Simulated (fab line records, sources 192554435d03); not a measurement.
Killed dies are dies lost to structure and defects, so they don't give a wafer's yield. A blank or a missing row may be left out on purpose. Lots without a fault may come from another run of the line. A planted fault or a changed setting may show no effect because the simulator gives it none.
Which tool did it? | flow n5_finfet | 20 lots, 60 wafers sampled, at 6 steps of a route of 1938

WHAT THE GAUGES READ, wafer by wafer
The record holds no reading of a measuring or inspecting step that can be judged against a usual standard deviation.

WHICH TOOL RAN EACH LOT (tool, then ch and the chambers of the sampled wafers, then the start)
lot  | N5_BEOL_M7_ETCH_65                 | N5_BEOL_M7_STRIP_36                | N5_BEOL_M7_CMP_52             | N5_BEOL_M8_HM_DEP_02         | N5_BEOL_M8_ETCH_66                 | N5_BEOL_M8_VIA_ETCH_34
L074 | rie_diel-01 ch 0,1,2, day 8 22:55  | rie_diel-01 ch 0,1,2, day 8 23:05  | cmp-02 ch 0,2,3, day 9 01:35  | pvd_sputter-02, day 9 02:40  | rie_diel-04 ch 2,3, day 9 04:51    | rie_diel-04 ch 2,3, day 9 04:57
L076 | rie_diel-05 ch 0,2, day 9 06:59    | rie_diel-05 ch 0,2, day 9 07:10    | cmp-03 ch 1,2,3, day 9 10:53  | pvd_sputter-03, day 9 11:58  | rie_diel-02 ch 0,3, day 9 13:56    | rie_diel-02 ch 0,3, day 9 14:02
L075 | rie_diel-06 ch 0,1,2, day 9 08:22  | rie_diel-06 ch 0,1,2, day 9 08:33  | cmp-03 ch 1,2, day 9 11:28    | pvd_sputter-02, day 9 13:49  | rie_diel-04 ch 0,2,3, day 9 15:15  | rie_diel-04 ch 0,2,3, day 9 15:21
L077 | rie_diel-06 ch 2,3, day 9 15:25    | rie_diel-06 ch 2,3, day 9 15:35    | cmp-01 ch 1,3, day 9 18:55    | pvd_sputter-03, day 9 20:09  | rie_diel-03 ch 0,1,3, day 9 21:53  | rie_diel-03 ch 0,1,3, day 9 21:59
L079 | rie_diel-01 ch 1,2,3, day 9 22:58  | rie_diel-01 ch 1,2,3, day 9 23:09  | cmp-03 ch 1,2, day 10 01:44   | pvd_sputter-03, day 10 02:54 | rie_diel-03 ch 2,3, day 10 04:35   | rie_diel-03 ch 2,3, day 10 04:41
L080 | rie_diel-06 ch 0,2, day 10 02:32   | rie_diel-06 ch 0,2, day 10 02:43   | cmp-03 ch 0,1,3, day 10 04:31 | pvd_sputter-01, day 10 05:43 | rie_diel-03 ch 1,3, day 10 07:23   | rie_diel-03 ch 1,3, day 10 07:29
L082 | rie_diel-01 ch 0,1,3, day 10 04:53 | rie_diel-01 ch 0,1,3, day 10 05:04 | cmp-02 ch 0,2,3, day 10 07:14 | pvd_sputter-03, day 10 08:26 | rie_diel-02 ch 0,2,3, day 10 10:20 | rie_diel-02 ch 0,2,3, day 10 10:26
L081 | rie_diel-06 ch 0,1,3, day 10 08:34 | rie_diel-06 ch 0,1,3, day 10 08:44 | cmp-02 ch 0,1,3, day 10 10:36 | pvd_sputter-01, day 10 11:43 | rie_diel-02 ch 0,1,3, day 10 13:38 | rie_diel-02 ch 0,1,3, day 10 13:44
L083 | rie_diel-06 ch 0,1,2, day 10 10:55 | rie_diel-06 ch 0,1,2, day 10 11:06 | cmp-01 ch 0,2,3, day 10 12:53 | pvd_sputter-03, day 10 14:04 | rie_diel-02 ch 0,1,3, day 10 15:44 | rie_diel-02 ch 0,1,3, day 10 15:50
L084 | rie_diel-06 ch 0,2,3, day 10 18:52 | rie_diel-06 ch 0,2,3, day 10 19:03 | cmp-03 ch 0,1,3, day 10 20:52 | pvd_sputter-02, day 10 22:02 | rie_diel-04 ch 0,1,2, day 10 23:35 | rie_diel-04 ch 0,1,2, day 10 23:41
L088 | rie_diel-06 ch 0,2,3, day 13 23:17 | rie_diel-06 ch 0,2,3, day 13 23:28 | cmp-01 ch 1,2, day 14 01:43   | pvd_sputter-01, day 14 03:41 | rie_diel-04 ch 0,2,3, day 14 06:11 | rie_diel-04 ch 0,2,3, day 14 06:17
L094 | rie_diel-05 ch 1,2, day 14 06:12   | rie_diel-05 ch 1,2, day 14 06:23   | cmp-02 ch 0,3, day 14 08:32   | pvd_sputter-02, day 14 09:51 | rie_diel-04 ch 0,2,3, day 14 11:47 | rie_diel-04 ch 0,2,3, day 14 11:53
L085 | rie_diel-05 ch 0,2,3, day 14 08:20 | rie_diel-05 ch 0,2,3, day 14 08:31 | cmp-02 ch 0,1,3, day 14 12:40 | pvd_sputter-03, day 14 13:45 | rie_diel-02 ch 0,1,3, day 14 16:16 | rie_diel-02 ch 0,1,3, day 14 16:22
L090 | rie_diel-06 ch 0,2, day 14 09:07   | rie_diel-06 ch 0,2, day 14 09:18   | cmp-02 ch 1,2,3, day 14 12:56 | pvd_sputter-01, day 14 14:03 | rie_diel-04 ch 0,1,2, day 14 16:14 | rie_diel-04 ch 0,1,2, day 14 16:20
L089 | rie_diel-01 ch 2,3, day 14 16:41   | rie_diel-01 ch 2,3, day 14 16:52   | cmp-01 ch 1,2,3, day 14 19:30 | pvd_sputter-03, day 14 23:01 | rie_diel-04 ch 0,1,3, day 15 01:47 | rie_diel-04 ch 0,1,3, day 15 01:53
L092 | rie_diel-06 ch 1,2,3, day 14 23:01 | rie_diel-06 ch 1,2,3, day 14 23:12 | cmp-02 ch 1,2,3, day 15 02:49 | pvd_sputter-01, day 15 06:17 | rie_diel-03 ch 0,2, day 15 08:11   | rie_diel-03 ch 0,2, day 15 08:17
L091 | rie_diel-06 ch 1,2,3, day 15 05:46 | rie_diel-06 ch 1,2,3, day 15 05:56 | cmp-03 ch 0,1,2, day 15 08:04 | pvd_sputter-03, day 15 09:20 | rie_diel-04 ch 0,1,3, day 15 11:28 | rie_diel-04 ch 0,1,3, day 15 11:34
L093 | rie_diel-06 ch 0,2,3, day 15 11:45 | rie_diel-06 ch 0,2,3, day 15 11:56 | cmp-02 ch 0,2,3, day 15 16:07 | pvd_sputter-02, day 15 17:45 | rie_diel-03 ch 0,1, day 15 20:34   | rie_diel-03 ch 0,1, day 15 20:40
L096 | rie_diel-05 ch 0,1,3, day 15 15:52 | rie_diel-05 ch 0,1,3, day 15 16:02 | cmp-02 ch 0,2,3, day 15 18:26 | pvd_sputter-03, day 15 20:52 | rie_diel-02 ch 0,2,3, day 15 23:56 | rie_diel-02 ch 0,2,3, day 16 00:02
L086 | rie_diel-06 ch 1,2, day 16 00:06   | rie_diel-06 ch 1,2, day 16 00:17   | cmp-02 ch 2,3, day 16 05:45   | pvd_sputter-01, day 16 09:10 | rie_diel-04 ch 1,2, day 16 11:15   | rie_diel-04 ch 1,2, day 16 11:21
- N5_BEOL_M7_ETCH_65: etches SiARC in CF4, target depth 15.6 nm, time 26 s.
- N5_BEOL_M7_STRIP_36: strips in N2/H2.
- N5_BEOL_M7_CMP_52: polishes, stops on SiCOH lowk, t overpolish 6.9 s, target thk 80 nm.
- N5_BEOL_M8_HM_DEP_02: deposits TiN, target thk 20 nm.
- N5_BEOL_M8_ETCH_66: etches SOC in N2/H2, target depth 80 nm, overetch 16 nm, time 120 s.
- N5_BEOL_M8_VIA_ETCH_34: etches SiCOH lowk in C4F6/O2, target depth 125.5 nm, time 50.5 s.

WHAT THE TOOLS THEMSELVES READ (means of the sampled wafers that have a number; where no wafer has one, the mark that the record gives instead)
N5_BEOL_M7_ETCH_65.
lot  | tool        | cf4_flow_sccm (sccm) | drypump_motor_current_A (A) | etch_rf_on_time_s (s) | oes_product_au (a.u.) | rf_vpp_V (V) | showerhead_plenum_p_Torr (Torr) | throttle_valve_pct (%)
L074 | rie_diel-01 | 99.8                 | 5.2                         | 26.3                  | 0.63                  | 184.3        | 2.19                            | 15.83
L076 | rie_diel-05 | 99.8                 | 6.2                         | 26.2                  | 0.59                  | 183.5        | 2.10                            | 15.96
L075 | rie_diel-06 | 100.0                | 6.1                         | 25.6                  | 0.71                  | 184.2        | 2.16                            | 15.43
L077 | rie_diel-06 | 100.2                | 5.8                         | 25.3                  | 0.69                  | 183.8        | 2.12                            | 15.57
L079 | rie_diel-01 | 100.1                | 5.2                         | 26.0                  | 0.60                  | 183.5        | 2.15                            | 15.85
L080 | rie_diel-06 | 99.9                 | 6.5                         | 25.9                  | 0.74                  | 184.4        | 2.15                            | 15.27
L082 | rie_diel-01 | 100.0                | 5.0                         | 26.2                  | 0.60                  | 184.2        | 2.18                            | 15.87
L081 | rie_diel-06 | 100.3                | 5.7                         | 26.2                  | 0.64                  | 184.2        | 2.16                            | 15.61
L083 | rie_diel-06 | 99.9                 | 6.1                         | 26.4                  | 0.68                  | 184.5        | 2.16                            | 15.46
L084 | rie_diel-06 | 100.1                | 6.1                         | 25.6                  | 0.70                  | 184.1        | 2.16                            | 15.45
L088 | rie_diel-06 | 100.1                | 6.1                         | 25.8                  | 0.67                  | 184.5        | 2.15                            | 15.48
L094 | rie_diel-05 | 99.8                 | 6.2                         | 26.5                  | 0.59                  | 183.0        | 2.10                            | 15.82
L085 | rie_diel-05 | 99.7                 | 5.6                         | 25.8                  | 0.63                  | 184.0        | 2.16                            | 15.83
L090 | rie_diel-06 | 99.8                 | 6.4                         | 25.9                  | 0.69                  | 184.5        | 2.19                            | 15.37
L089 | rie_diel-01 | 99.7                 | 5.3                         | 26.4                  | 0.69                  | 183.5        | 2.12                            | 15.77
L092 | rie_diel-06 | 99.9                 | 5.8                         | 26.4                  | 0.63                  | 183.3        | 2.11                            | 15.64
L091 | rie_diel-06 | 99.9                 | 5.8                         | 26.1                  | 0.64                  | 183.9        | 2.11                            | 15.65
L093 | rie_diel-06 | 100.3                | 6.1                         | 25.9                  | 0.66                  | 183.9        | 2.15                            | 15.51
L096 | rie_diel-05 | 99.7                 | 6.1                         | 26.3                  | 0.63                  | 183.9        | 2.11                            | 15.86
L086 | rie_diel-06 | 100.0                | 6.1                         | 26.3                  | 0.66                  | 184.0        | 2.10                            | 15.49

N5_BEOL_M7_STRIP_36.
lot  | tool        | drypump_motor_current_A (A) | n2_flow_sccm (sccm) | oes_product_au (a.u.) | rf_vpp_V (V) | showerhead_plenum_p_Torr (Torr) | throttle_valve_pct (%)
L074 | rie_diel-01 | 5.2                         | 200.1               | 0.74                  | 60.9         | 2.59                            | 23.71
L076 | rie_diel-05 | 6.2                         | 199.7               | 0.69                  | 60.4         | 2.47                            | 23.88
L075 | rie_diel-06 | 6.1                         | 199.3               | 0.83                  | 58.7         | 2.56                            | 23.37
L077 | rie_diel-06 | 5.8                         | 199.7               | 0.79                  | 59.6         | 2.51                            | 23.64
L079 | rie_diel-01 | 5.2                         | 200.5               | 0.70                  | 59.6         | 2.54                            | 23.73
L080 | rie_diel-06 | 6.5                         | 199.7               | 0.87                  | 58.9         | 2.56                            | 23.31
L082 | rie_diel-01 | 5.0                         | 200.0               | 0.71                  | 60.4         | 2.58                            | 23.79
L081 | rie_diel-06 | 5.7                         | 199.7               | 0.75                  | 58.5         | 2.57                            | 23.56
L083 | rie_diel-06 | 6.1                         | 199.9               | 0.82                  | 60.6         | 2.56                            | 23.39
L084 | rie_diel-06 | 6.1                         | 200.3               | 0.81                  | 58.3         | 2.56                            | 23.46
L088 | rie_diel-06 | 6.1                         | 199.9               | 0.78                  | 59.2         | 2.55                            | 23.49
L094 | rie_diel-05 | 6.2                         | 200.5               | 0.70                  | 59.0         | 2.47                            | 23.81
L085 | rie_diel-05 | 5.6                         | 200.0               | 0.74                  | 58.5         | 2.56                            | 23.79
L090 | rie_diel-06 | 6.4                         | 200.8               | 0.81                  | 60.0         | 2.60                            | 23.29
L089 | rie_diel-01 | 5.3                         | 201.0               | 0.81                  | 58.1         | 2.50                            | 23.70
L092 | rie_diel-06 | 5.8                         | 200.0               | 0.75                  | 59.5         | 2.49                            | 23.62
L091 | rie_diel-06 | 5.8                         | 199.8               | 0.75                  | 58.3         | 2.49                            | 23.63
L093 | rie_diel-06 | 6.1                         | 200.1               | 0.77                  | 58.8         | 2.55                            | 23.51
L096 | rie_diel-05 | 6.1                         | 199.9               | 0.74                  | 60.0         | 2.49                            | 23.89
L086 | rie_diel-06 | 6.1                         | 199.7               | 0.78                  | 58.8         | 2.48                            | 23.48

N5_BEOL_M7_CMP_52.
lot  | tool   | barrier_field_endpoint_s (s) | motor_current_A (A) | overpolish_run_s (s) | time_to_endpoint_s (s)
L074 | cmp-02 | 28.5                         | 5.7                 | 6.905                | 60.7
L076 | cmp-03 | 28.5                         | 6.5                 | 6.900                | 60.3
L075 | cmp-03 | 27.8                         | 6.6                 | 6.898                | 58.2
L077 | cmp-01 | 28.1                         | 5.8                 | 6.894                | 59.4
L079 | cmp-03 | 28.4                         | 6.3                 | 6.898                | 61.3
L080 | cmp-03 | 28.0                         | 6.1                 | 6.906                | 61.9
L082 | cmp-02 | 28.4                         | 5.7                 | 6.908                | 58.0
L081 | cmp-02 | 27.9                         | 5.6                 | 6.896                | 60.2
L083 | cmp-01 | 28.8                         | 6.0                 | 6.908                | 60.1
L084 | cmp-03 | 28.0                         | 6.2                 | 6.900                | 62.5
L088 | cmp-01 | 28.5                         | 6.9                 | 6.906                | 65.6
L094 | cmp-02 | 27.5                         | 5.8                 | 6.902                | 59.8
L085 | cmp-02 | 28.3                         | 5.6                 | 6.903                | 61.1
L090 | cmp-02 | 28.5                         | 6.0                 | 6.900                | 62.9
L089 | cmp-01 | 27.7                         | 6.1                 | 6.906                | 60.2
L092 | cmp-02 | 28.2                         | 6.1                 | 6.896                | 60.0
L091 | cmp-03 | 28.2                         | 6.1                 | 6.894                | 62.0
L093 | cmp-02 | 28.6                         | 6.0                 | 6.905                | 60.8
L096 | cmp-02 | 28.5                         | 6.0                 | 6.895                | 60.8
L086 | cmp-02 | 28.0                         | 6.2                 | 6.905                | 60.2

N5_BEOL_M8_HM_DEP_02.
lot  | tool           | throttle_valve_pct (%)
L074 | pvd_sputter-02 | 29.5
L076 | pvd_sputter-03 | 28.4
L075 | pvd_sputter-02 | 30.1
L077 | pvd_sputter-03 | 30.1
L079 | pvd_sputter-03 | 29.3
L080 | pvd_sputter-01 | 30.7
L082 | pvd_sputter-03 | 30.1
L081 | pvd_sputter-01 | 31.0
L083 | pvd_sputter-03 | 29.3
L084 | pvd_sputter-02 | 29.5
L088 | pvd_sputter-01 | 30.5
L094 | pvd_sputter-02 | 28.7
L085 | pvd_sputter-03 | 30.1
L090 | pvd_sputter-01 | 30.7
L089 | pvd_sputter-03 | 28.7
L092 | pvd_sputter-01 | 30.5
L091 | pvd_sputter-03 | 29.9
L093 | pvd_sputter-02 | 29.2
L096 | pvd_sputter-03 | 30.4
L086 | pvd_sputter-01 | 30.2

N5_BEOL_M8_ETCH_66.
lot  | tool        | drypump_motor_current_A (A) | n2_flow_sccm (sccm) | oes_product_au (a.u.) | rf_vpp_V (V) | showerhead_plenum_p_Torr (Torr) | throttle_valve_pct (%)
L074 | rie_diel-04 | 6.0                         | 199.7               | 0.58                  | 521.0        | 2.43                            | 17.93
L076 | rie_diel-02 | 6.3                         | 199.8               | 0.63                  | 523.2        | 2.54                            | 17.96
L075 | rie_diel-04 | 6.0                         | 200.1               | 0.63                  | 521.6        | 2.46                            | 17.67
L077 | rie_diel-03 | 5.7                         | 200.0               | 0.60                  | 524.1        | 2.54                            | 17.82
L079 | rie_diel-03 | 5.2                         | 199.3               | 0.57                  | 524.4        | 2.58                            | 17.91
L080 | rie_diel-03 | 5.6                         | 199.9               | 0.63                  | 526.9        | 2.65                            | 17.68
L082 | rie_diel-02 | 6.3                         | 199.4               | 0.60                  | 524.1        | 2.56                            | 17.88
L081 | rie_diel-02 | 6.3                         | 200.1               | 0.62                  | 524.3        | 2.58                            | 17.88
L083 | rie_diel-02 | 6.3                         | 200.0               | 0.62                  | 524.7        | 2.58                            | 17.88
L084 | rie_diel-04 | 6.3                         | 200.3               | 0.63                  | 522.6        | 2.48                            | 17.82
L088 | rie_diel-04 | 6.0                         | 200.6               | 0.60                  | 521.8        | 2.44                            | 17.73
L094 | rie_diel-04 | 6.0                         | 201.0               | 0.60                  | 521.8        | 2.44                            | 17.72
L085 | rie_diel-02 | 6.3                         | 199.8               | 0.60                  | 524.2        | 2.56                            | 17.94
L090 | rie_diel-04 | 6.3                         | 199.6               | 0.61                  | 523.3        | 2.48                            | 17.84
L089 | rie_diel-04 | 6.0                         | 200.0               | 0.64                  | 522.9        | 2.50                            | 17.58
L092 | rie_diel-03 | 5.3                         | 200.4               | 0.73                  | 525.0        | 2.58                            | 17.70
L091 | rie_diel-04 | 5.9                         | 199.7               | 0.63                  | 522.8        | 2.50                            | 17.58
L093 | rie_diel-03 | 5.8                         | 200.1               | 0.66                  | 527.6        | 2.64                            | 17.75
L096 | rie_diel-02 | 6.2                         | 200.5               | 0.57                  | 523.3        | 2.54                            | 17.97
L086 | rie_diel-04 | 6.3                         | 200.2               | 0.70                  | 527.1        | 2.66                            | 17.87

N5_BEOL_M8_VIA_ETCH_34.
lot  | tool        | drypump_motor_current_A (A) | oes_product_au (a.u.) | rf_vpp_V (V) | showerhead_plenum_p_Torr (Torr) | throttle_valve_pct (%)
L074 | rie_diel-04 | 6.0                         | 0.77                  | 665          | 2.73                            | 21.07
L076 | rie_diel-02 | 6.3                         | 0.82                  | 672          | 2.84                            | 20.98
L075 | rie_diel-04 | 6.0                         | 0.84                  | 667          | 2.76                            | 20.81
L077 | rie_diel-03 | 5.7                         | 0.78                  | 668          | 2.86                            | 20.96
L079 | rie_diel-03 | 5.2                         | 0.73                  | 687          | 2.88                            | 20.83
L080 | rie_diel-03 | 5.6                         | 0.81                  | 681          | 2.96                            | 20.80
L082 | rie_diel-02 | 6.2                         | 0.78                  | 678          | 2.87                            | 20.98
L081 | rie_diel-02 | 6.3                         | 0.81                  | 676          | 2.88                            | 20.89
L083 | rie_diel-02 | 6.3                         | 0.82                  | 675          | 2.87                            | 20.89
L084 | rie_diel-04 | 6.3                         | 0.82                  | 668          | 2.80                            | 20.97
L088 | rie_diel-04 | 6.0                         | 0.80                  | 667          | 2.74                            | 20.87
L094 | rie_diel-04 | 6.0                         | 0.80                  | 667          | 2.74                            | 20.86
L085 | rie_diel-02 | 6.3                         | 0.77                  | 676          | 2.86                            | 20.93
L090 | rie_diel-04 | 6.3                         | 0.80                  | 668          | 2.79                            | 21.01
L089 | rie_diel-04 | 6.0                         | 0.84                  | 662          | 2.81                            | 20.77
L092 | rie_diel-03 | 5.3                         | 0.95                  | 676          | 2.88                            | 20.70
L091 | rie_diel-04 | 6.0                         | 0.84                  | 661          | 2.81                            | 20.77
L093 | rie_diel-03 | 5.8                         | 0.86                  | 659          | 2.97                            | 20.95
L096 | rie_diel-02 | 6.2                         | 0.74                  | 677          | 2.85                            | 21.04
L086 | rie_diel-04 | 6.3                         | 0.92                  | 676          | 2.98                            | 21.07

THE ANSWER, worked out from the rows above alone
Rule: what is usual is taken from the lots themselves. Put in order of their means at a reading, lots are off if they are a third of the lots or fewer, leave a main group of 4 or more, and stand apart from it by a gap of 3 or more times the standard deviation of the main group's means; of several such gaps the widest counts. A main group whose means are all the same, to the digits that the tables above print for the reading, isn't used. A lot without any number at a reading at which 4 lots or more have one is off too. The other lots that the step has rows for count as sound. The gauges are gone through in route order, then the tools' own readings, and for those a lot's mean is taken as printed above. The first step at which some lot is off is used, and at that step the reading that is off furthest; a lot without a number counts as furthest.
No lot is off at any reading shown: from this, nothing can be told.

WHAT THE SIMULATOR HAD PUT IN
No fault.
